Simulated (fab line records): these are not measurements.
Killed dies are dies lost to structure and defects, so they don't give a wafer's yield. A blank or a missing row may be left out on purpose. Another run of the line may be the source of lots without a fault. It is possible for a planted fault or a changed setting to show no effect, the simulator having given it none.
Chamber matching	flow nand harc	NHARC_A_STAIRCASE_DEP_471 on pecvd-03 has 3 sister chambers
The step deposits SiO2, target thk 100 nm. 3 wafers are shown with their chamber, then 8 later ones without.

## WAFERS PAIRED WITH THEIR CHAMBERS
wafer	chamber	throttle valve pct (%)
L080.2	1	16.0
L085.6	2	15.9
L089.2	0	16.1

## WAFERS WITH NO CHAMBER GIVEN
wafer	throttle valve pct (%)
L089.3	15.8
L089.6	16.0
L092.1	16.2
L092.2	16.0
L092.4	16.4
L096.3	16.3
L096.4	16.7
L096.6	16.1

## CHAMBER TAKEN BY EACH
wafer	from the rows above	in truth
L089.3	can't be placed: 2 or 1 or 0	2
L089.6	can't be placed: 1 or 2 or 0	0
L092.1	can't be placed: 0 or 1 or 2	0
L092.2	can't be placed: 1 or 2 or 0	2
L092.4	can't be placed: 0 or 1 or 2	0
L096.3	can't be placed: 0 or 1 or 2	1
L096.4	can't be placed: 0 or 1 or 2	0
L096.6	can't be placed: 0 or 1 or 2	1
Placed correctly: 0 of 8. Can't be placed from these rows: 8 (the true chamber is among the candidates in 8). Number placed wrongly: 0.
How it was worked out, from the rows above alone: a wafer's distance from a chamber is the root of the sum, over the readings, of the square of ((its reading less the chamber's mean) divided by the reading's scatter). If the next closest chamber is less than 2 further off than the closest, the wafer can't be placed; otherwise it belongs to the closest. The mean given for a chamber averages the wafers shown for that chamber. The scatter: with one shown wafer a chamber, the root of the mean of the squares of how far each hidden wafer lies from its nearest shown one.
